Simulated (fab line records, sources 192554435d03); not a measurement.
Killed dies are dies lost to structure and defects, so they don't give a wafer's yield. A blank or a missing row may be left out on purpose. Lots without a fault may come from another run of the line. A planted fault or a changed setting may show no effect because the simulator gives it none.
Chamber matching | flow n5_finfet | N5_BEOL_M13_ETCH_38 on rie_diel-02: 4 sister chambers
The step etches SiCN in CF4/N2, target depth 67.5 nm, time 71.9 s. 4 wafers are shown with their chamber, then 9 later ones without.

WAFERS WITH THEIR CHAMBER
wafer  | chamber | drypump_motor_current_A (A)
L088.1 | 1       | 5.5
L088.2 | 2       | 5.9
L089.4 | 0       | 5.5
L089.6 | 3       | 6.3

WAFERS WITHOUT THEIR CHAMBER
wafer  | drypump_motor_current_A (A)
L091.2 | 5.4
L091.4 | 6.3
L091.5 | 5.5
L093.1 | 6.3
L093.5 | 5.5
L093.6 | 6.3
L094.1 | 5.5
L094.3 | 6.3
L094.4 | 5.9

WHICH CHAMBER EACH WENT THROUGH
wafer  | from the rows above     | in truth
L091.2 | can't be placed: 0 or 1 | 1
L091.4 | 3                       | 3
L091.5 | can't be placed: 0 or 1 | 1
L093.1 | 3                       | 3
L093.5 | can't be placed: 0 or 1 | 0
L093.6 | 3                       | 3
L094.1 | can't be placed: 0 or 1 | 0
L094.3 | 3                       | 3
L094.4 | 2                       | 2
Placed correctly: 5 of 9. Can't be placed from these rows: 4 (the true chamber is among the candidates in 4). Placed wrongly: 0.
How it was worked out, from the rows above alone: a wafer's distance from a chamber is the root of the sum, over the readings, of the square of ((its reading less the chamber's mean) divided by the reading's scatter). The wafer belongs to the nearest chamber; if the next one is less than 2 further off, it can't be placed. A chamber's mean is the mean of its shown wafers. The scatter: with one shown wafer a chamber, the root of the mean of the squares of how far each hidden wafer lies from its nearest shown one.
